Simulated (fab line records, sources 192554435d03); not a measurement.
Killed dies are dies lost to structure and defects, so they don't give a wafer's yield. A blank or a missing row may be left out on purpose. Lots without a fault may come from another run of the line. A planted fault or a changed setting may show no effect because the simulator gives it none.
Chamber matching | flow n5_finfet | N5_MOL_CONTACT_COAG_ALD_131 on ald_sin-04: 4 sister chambers
The step deposits SiO2, target thk 5 nm, pulse time 1 s, co reactant pulse time 1 s. 22 wafers are shown with their chamber, then 11 later ones without.

WAFERS WITH THEIR CHAMBER
wafer  | chamber | heater_power_w (W) | precursor_pulse_height_rel
L077.1 | 2       | 75                 | 1.010
L077.2 | 1       | 85                 | 1.000
L077.3 | 0       | 74                 | 1.010
L077.4 | 3       | 80                 | 1.032
L077.5 | 1       | 83                 | 1.022
L077.6 | 0       | 75                 | 1.017
L080.1 | 1       | 86                 | 0.968
L080.3 | 2       | 75                 | 0.990
L080.4 | 0       | 76                 | 1.007
L083.2 | 3       | 77                 | 0.944
L083.4 | 1       | 85                 | 0.983
L083.5 | 2       | 76                 | 1.032
L081.2 | 1       | 81                 | 1.023
L081.4 | 3       | 77                 | 0.987
L081.6 | 3       | 77                 | 1.027
L084.2 | 3       | 77                 | 1.025
L084.4 | 1       | 86                 | 0.992
L084.5 | 1       | 84                 | 0.985
L082.1 | 3       | 79                 | 0.996
L082.4 | 2       | 77                 | 1.032
L082.6 | 1       | 87                 | 0.993
L090.2 | 3       | 78                 | 1.000

SIGNATURES (means of the wafers above)
reading                    | chamber 0 | chamber 1 | chamber 2 | chamber 3 | scatter within a chamber
heater_power_w             | 75.00     | 84.62     | 75.75     | 77.86     | 1.48
precursor_pulse_height_rel | 1.01133   | 0.99575   | 1.01600   | 1.00157   | 0.0229
Rule: a wafer's distance from a chamber is the root of the sum, over the readings, of the square of ((its reading less the chamber's mean) divided by the reading's scatter). The wafer belongs to the nearest chamber; if the next one is less than 2 further off, it can't be placed. The scatter: the root of (the sum of the squares of (reading less its chamber's mean) over the shown wafers, divided by (wafers less chambers)).

WAFERS WITHOUT THEIR CHAMBER
wafer  | heater_power_w (W) | precursor_pulse_height_rel
L090.3 | 76                 | 1.029
L090.4 | 73                 | 0.965
L091.1 | 74                 | 0.983
L091.5 | 78                 | 0.985
L091.6 | 74                 | 1.005
L092.1 | 77                 | 0.995
L092.3 | 80                 | 1.006
L092.6 | 78                 | 0.979
L093.1 | 75                 | 1.026
L093.3 | 75                 | 1.031
L093.5 | 75                 | 0.976

WHICH CHAMBER EACH WENT THROUGH
wafer  | from the rows above               | in truth
L090.3 | can't be placed: 2 or 0 or 3      | 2
L090.4 | can't be placed: 0 or 2 or 3      | 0
L091.1 | can't be placed: 0 or 2 or 3      | 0
L091.5 | can't be placed: 3 or 2 or 0      | 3
L091.6 | can't be placed: 0 or 2 or 3      | 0
L092.1 | can't be placed: 3 or 2 or 0      | 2
L092.3 | can't be placed: 3 or 2 or 1 or 0 | 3
L092.6 | can't be placed: 3 or 2 or 0      | 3
L093.1 | can't be placed: 0 or 2 or 3      | 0
L093.3 | can't be placed: 2 or 0 or 3      | 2
L093.5 | can't be placed: 0 or 2 or 3      | 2
Placed correctly: 0 of 11. Can't be placed from these rows: 11 (the true chamber is among the candidates in 11). Placed wrongly: 0.
